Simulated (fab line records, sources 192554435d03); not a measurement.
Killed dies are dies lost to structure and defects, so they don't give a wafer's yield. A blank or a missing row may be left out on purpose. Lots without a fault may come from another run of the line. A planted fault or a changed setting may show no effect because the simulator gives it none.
A struck lot beside a sound one | flow n5_finfet | 37 steps out of a route of 1938
Sound: wafers L515.2, L515.3, L515.6. Struck: wafers L507.1, L507.4, L507.6. The cause comes at the end.
At each step with rows: each side's tool, then ch and its chambers, then its first start. Under that, the readings that differ: sound wafers | struck wafers | difference of the means | sigmas: that difference in standard deviations of wafers without a fault.
alike: readings whose means differ by less than 2 such deviations, and words and numbers that are the same on both sides. not compared: withheld readings, readings that some wafer has no value for, bounds like >300 that may hide the same value, and numbers for which the record gives no deviation and whose values overlap.
The two part at a step that has a row with sigmas, a row that says differs or no value, or rows on one side only. Numbers that don't overlap but have no deviation are shown without sigmas and don't part them. A reading that every wafer of one side lacks parts them only if that side has two wafers or more.

first, 10 steps without rows for these wafers: N5_DUMMY_GATE_ETCH_44 (etches poly-Si in HBr/O2, stops on SiO2, target depth 127.5 nm); N5_DUMMY_GATE_ETCH_42 (etches SiO2 in CHF3/O2, target depth 3.5 nm, time 31 s); N5_DUMMY_GATE_STRIP_48 (strips in N2/H2, time 20 s); N5_DUMMY_GATE_PRECLEAN_33 (cleans in dHF, time 10 s); N5_DUMMY_GATE_PRECLEAN_25 (cleans in O3/DIW, time 45 s); N5_DUMMY_GATE_PRECLEAN_51 (cleans in SC2, time 45 s); N5_DUMMY_GATE_SRD_26 (time 30 s); N5_DUMMY_GATE_UV_OZONE_45 (time 120 s); N5_SPACER0_ALD_07 (deposits SiNx, target thk 2 nm); N5_SPACER0_ALD_00 (deposits SiOCN, target thk 3.5 nm, pulse time 3 s, purge time 2 s).
N5_SPACER0_ALD_08: deposits SiNx, target thk 2 nm.
  sound on ald_sin-03 ch 0,1,2, day 8 12:32; struck on ald_sin-02 ch 1,3, day 6 15:54
  no value came back on the struck wafers for chamber_pressure_Torr (Torr), heater_power_outer_w (W), heater_power_w (W), susceptor_temp_C (C); on the sound wafers chamber_pressure_Torr (Torr) reads 2.005 1.994 1.999
then, 24 steps without rows for these wafers: N5_SD_EPI_N_COAT_32 (time 60 s, resist thk 350 nm); N5_SD_EPI_N_COAT_33 (time 60 s, resist thk 35 nm); N5_SD_EPI_N_COAT_03 (resist thk 150 nm); N5_SD_EPI_N_EBR_05; N5_SD_EPI_N_SOFTBAKE_04 (time 60 s); N5_SD_EPI_N_EXPOSE_06 (exposes mask SD N BLK, target cd 120 nm); N5_SD_EPI_N_PEB_07 (peb time 60 s); N5_SD_EPI_N_DEVELOP_08 (develop time 30 s); N5_SD_EPI_N_DESCUM_14 (chemistry O2, time 7.9 s); N5_SD_EPI_N_ETCH_34 (etches SiARC in CF4, target depth 45.5 nm, time 75.8 s); N5_SD_EPI_N_ETCH_35 (etches SOC in N2/H2, overetch 108 nm, time 486 s); N5_SD_EPI_N_STRIP_36 (strips in N2/H2); N5_SD_EPI_N_ETCHBACK_44 (etches SiNx in CH3F/O2, stops on SiO2, target depth 14.5 nm); N5_SD_EPI_N_ETCH_45 (etches SiOCN in CH3F/O2, target depth 6 nm); N5_SD_EPI_N_ETCH_16 (etches SiO2 in CHF3/O2, target depth 5 nm); N5_SD_EPI_N_STRIP_47 (strips in CHF3/O2); N5_SD_EPI_N_SD_RECESS_17 (chemistry HBr/Cl2/O2, target depth 41 nm, time 23.7 s, bt time 3 s); N5_SD_EPI_N_STRIP_38 (strips in N2/H2); N5_SD_EPI_N_WET_ETCH_43 (etches SiO2 in dHF, time 14 s, target depth 1.5 nm); N5_SD_EPI_N_STRIP_18 (strips in SPM, time 750 s); N5_SD_EPI_N_SRD_20 (time 30 s); N5_SD_EPI_N_PRECLEAN_48 (cleans in NF3:NH3, afs cycles 2, time 20 s, sublimation time 60 s); N5_SD_EPI_N_VAPOR_ETCH_50 (etches Si in HCl, time 54 s); N5_SD_EPI_N_EPI_21 (deposits Si:P, time 690 s).
-- the record jumps here: 6 days lie between the struck wafers' starts before and after (it left off in module SD_EPI_N and takes up again in module BEOL_M4, whose first step shown is number 1111 of the route) --
N5_BEOL_M4_RC_MEAS_101:
  sound on prober-02 ch 0, day 14 12:44; struck on prober-01 ch 0, day 12 21:05
  reading             | sound                      | struck                    | difference | sigmas
  DIBL_N (mV/V)       | 35.5 33.4 34.1             | 53.1 53.9 52.2            | +18.7      | +10
  DIBL_P (mV/V)       | 35.9 33.9 34.3             | 47.3 48.9 47.3            | +13.1      | +6
  IOFF_N (nA/um)      | 0.15 0.11 0.13             | 0.68 0.77 0.63            | +0.56      | +18
  IOFF_N_85C (nA/um)  | 2.9 2.3 2.6                | 10.6 11.7 10.0            | +8.2       | +16
  IOFF_N_LIN (nA/um)  | 0.073 0.057 0.064          | 0.228 0.258 0.225         | +0.172     | +14
  IOFF_N_LONG (nA/um) | 5.73e-05 5.64e-05 5.52e-05 | 6.6e-05 6.63e-05 6.63e-05 | +9.9e-06   | +4
  IOFF_P (nA/um)      | 0.22 0.20 0.20             | 0.77 0.91 0.82            | +0.63      | +18
  IOFF_P_85C (nA/um)  | 3.8 3.5 3.4                | 11.0 12.5 11.4            | +8.1       | +16
  IOFF_P_LIN (nA/um)  | 0.105 0.098 0.099          | 0.304 0.345 0.322         | +0.223     | +19
  ION_N (uA/um)       | 698 652 683                | 751 772 771               | +87        | +6
  ION_P (uA/um)       | 483 462 478                | 519 539 543               | +59        | +7
  REXT_N (ohm.um)     | 74.4 75.8 76.2             | 61.4 62.3 62.2            | -13.5      | -8
  REXT_P (ohm.um)     | 99.3 99.1 101.0            | 80.1 80.4 79.7            | -19.7      | -8
  SS_N (mV/dec)       | 71.4 71.5 72.3             | 75.1 75.3 75.4            | +3.5       | +6
  SS_P (mV/dec)       | 73.2 71.7 72.5             | 74.6 75.6 75.1            | +2.6       | +4
  VT_N (mV)           | 249 255 253                | 228 225 226               | -26        | -8
  VT_N_LVT (mV)       | 98 104 101                 | 74 73 76                  | -27        | -8
  VT_P (mV)           | -250 -248 -250             | -225 -222 -225            | +25        | +8
  VT_P_LVT (mV)       | -97.8 -98.7 -99.6          | -73.8 -71.1 -72.9         | +26.1      | +10
-- the record jumps here: 4 days lie between the struck wafers' starts before and after (it left off in module BEOL_M4 and takes up again in module PASSIVATION, whose first step shown is number 1936 of the route) --
N5_PASSIVATION_PROBE_49:
  sound on prober-01, day 19 00:35; struck on prober-02, day 16 15:54
  reading                | sound          | struck            | difference | sigmas
  sort_bin_4_leakage (%) | 0 0 0          | 91.69 91.69 90.25 | +91.21     |
  sort_n_pass            | 1090 1067 1098 | 5 0 14            | -1079      | -60
  sort_yield_pct (%)     | 92.4 90.4 93.1 | 0.4 0 1.2         | -91.4      | -61
  alike: defect_limited_yield, killed_at_M0_to_M3, killed_at_M4_up, killed_at_contacts, killed_at_front_end, killed_at_other, killed_dies, killed_open, killed_short, sort_bin_5_function, sort_bin_6_memory

WHERE THEY PART
First at N5_SPACER0_ALD_08; last, within this record, at N5_PASSIVATION_PROBE_49.

WHY: what the simulator had put in
Skipped step whole: ald_sin-02, from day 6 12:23 on, at N5_SPACER0_ALD_08. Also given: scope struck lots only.
